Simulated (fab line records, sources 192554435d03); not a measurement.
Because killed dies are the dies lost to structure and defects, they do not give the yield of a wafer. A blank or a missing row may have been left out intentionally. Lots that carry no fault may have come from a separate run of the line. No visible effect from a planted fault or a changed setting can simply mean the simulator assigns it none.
Split-lot study / flow n5 finfet / 21 wafers read across 7 lots, on a route 1938 steps long

== ABOUT THE SPLIT ==
At N5_MIM_BOT_ETCH_ETCH_04 (etches SiNx in CF4/O2, target depth 26 nm, time 13 s), the setting source w was moved away from the recipe's 535 W on 8 of the 21 wafers read, by -13.7% to +15.9%. This setting was run at the recipe's value on the other wafers.

Reading taken at the split's own step.

== THE READING ==
rf vpp V, in V, at N5_MIM_BOT_ETCH_ETCH_04 (etches SiNx in CF4/O2, target depth 26 nm, time 13 s). A value of 241 V with a standard deviation of 3.7 V is what fault-free wafers of this fab line usually give.

wafer=L079.2; tool, chamber at the split=rie diel-06, 1; source w as run, W=588.4; against the recipe=+10.0%; rf vpp V, V=233; against lot-mates on the recipe=-10
wafer=L079.3; tool, chamber at the split=rie diel-06, 3; source w as run, W=535; against the recipe=recipe; rf vpp V, V=243; against lot-mates on the recipe=-
wafer=L079.5; tool, chamber at the split=rie diel-06, 3; source w as run, W=588.4; against the recipe=+10.0%; rf vpp V, V=232; against lot-mates on the recipe=-11
wafer=L077.1; tool, chamber at the split=rie diel-06, 0; source w as run, W=535; against the recipe=recipe; rf vpp V, V=235; against lot-mates on the recipe=-
wafer=L077.3; tool, chamber at the split=rie diel-06, 2; source w as run, W=461.8; against the recipe=-13.7%; rf vpp V, V=263; against lot-mates on the recipe=+24
wafer=L077.5; tool, chamber at the split=rie diel-06, 2; source w as run, W=535; against the recipe=recipe; rf vpp V, V=242; against lot-mates on the recipe=-
wafer=L078.1; tool, chamber at the split=rie diel-06, 0; source w as run, W=535; against the recipe=recipe; rf vpp V, V=235; against lot-mates on the recipe=-
wafer=L078.2; tool, chamber at the split=rie diel-06, 2; source w as run, W=576.6; against the recipe=+7.8%; rf vpp V, V=234; against lot-mates on the recipe=-1
wafer=L078.6; tool, chamber at the split=rie diel-06, 1; source w as run, W=576.6; against the recipe=+7.8%; rf vpp V, V=236; against lot-mates on the recipe=+1
wafer=L080.1; tool, chamber at the split=rie diel-06, 2; source w as run, W=535; against the recipe=recipe; rf vpp V, V=242; against lot-mates on the recipe=-
wafer=L080.2; tool, chamber at the split=rie diel-06, 0; source w as run, W=535; against the recipe=recipe; rf vpp V, V=235; against lot-mates on the recipe=-
wafer=L080.6; tool, chamber at the split=rie diel-06, 2; source w as run, W=535; against the recipe=recipe; rf vpp V, V=244; against lot-mates on the recipe=-
wafer=L084.2; tool, chamber at the split=rie diel-03, 0; source w as run, W=535; against the recipe=recipe; rf vpp V, V=241; against lot-mates on the recipe=-
wafer=L084.5; tool, chamber at the split=rie diel-03, 1; source w as run, W=535; against the recipe=recipe; rf vpp V, V=239; against lot-mates on the recipe=-
wafer=L084.6; tool, chamber at the split=rie diel-03, 3; source w as run, W=495.4; against the recipe=-7.4%; rf vpp V, V=252; against lot-mates on the recipe=+12
wafer=L083.3; tool, chamber at the split=rie diel-03, 3; source w as run, W=535; against the recipe=recipe; rf vpp V, V=243; against lot-mates on the recipe=-
wafer=L083.4; tool, chamber at the split=rie diel-03, 1; source w as run, W=535; against the recipe=recipe; rf vpp V, V=240; against lot-mates on the recipe=-
wafer=L083.6; tool, chamber at the split=rie diel-03, 3; source w as run, W=535; against the recipe=recipe; rf vpp V, V=243; against lot-mates on the recipe=-
wafer=L090.1; tool, chamber at the split=rie diel-01, 3; source w as run, W=535; against the recipe=recipe; rf vpp V, V=244; against lot-mates on the recipe=-
wafer=L090.5; tool, chamber at the split=rie diel-01, 3; source w as run, W=620.3; against the recipe=+15.9%; rf vpp V, V=226; against lot-mates on the recipe=-18
wafer=L090.6; tool, chamber at the split=rie diel-01, 0; source w as run, W=620.3; against the recipe=+15.9%; rf vpp V, V=225; against lot-mates on the recipe=-19

THE FIT
A straight line over all 21 wafers: rf vpp V changes by -1.1 V for each +1% of source w; r = -0.92; the points scatter about the line by 3.4 V.
The same after taking each lot's own level away (the mean of its wafers on the recipe; 21 wafers): -1.21 V for each +1%; r = -0.91; scatter 3.8 V.
That fit puts the effect of the largest move of source w on the reading at 19 V.
The lots' own levels span 235.0 to 244.0 V, that is 2.4 times the standard deviation above.
The two slopes are in agreement: the lot-to-lot level therefore moves the slope only a little.
Check: -17.6 V against its lot-mates is what the line predicts for one of the wafers moved furthest among these (+15.9%) when that wafer is left out of the fit. Against them it came out at -18 V.
Tool readings at the split's step, against how far the setting was moved: rf vpp V r = -0.92.

== OTHER SPLITS ON THESE WAFERS ==
These wafers also went through other splits before the reading. Each is held against what the fit with the lots' levels taken away leaves over:
other split on the same wafers=N5_BEOL_M14_ILD_DEP_00 time s; wafers away from the commonest value=6; r with rf vpp V (lot level and that fit taken away)=-0.34
other split on the same wafers=N5_BEOL_M14_DEP_53 time s; wafers away from the commonest value=7; r with rf vpp V (lot level and that fit taken away)=-0.17
other split on the same wafers=N5_BEOL_M15_EXPOSE_07 dose mj; wafers away from the commonest value=7; r with rf vpp V (lot level and that fit taken away)=-0.55

== THE WHOLE CHAIN: every reading that the file lists as answering this split, in the file's order ==
step=N5_MIM_BOT_ETCH_ETCH_04; what it does=etches SiNx in CF4/O2, target depth 26 nm, time 13 s; reading=rf vpp V; change (the file's fit)=-1.25 V for each +1% of the setting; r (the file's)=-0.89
step=N5_MIM_BOT_ETCH_ETCH_04; what it does=etches SiNx in CF4/O2, target depth 26 nm, time 13 s; reading=etch.depth nm (the simulator's own value, which no gauge read); change (the file's fit)=+0.244 nm for each +1% of the setting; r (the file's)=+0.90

== THE FILE'S OWN FIT ==
rf vpp V changes by -1.25 V for each +1% of source w, r = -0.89.
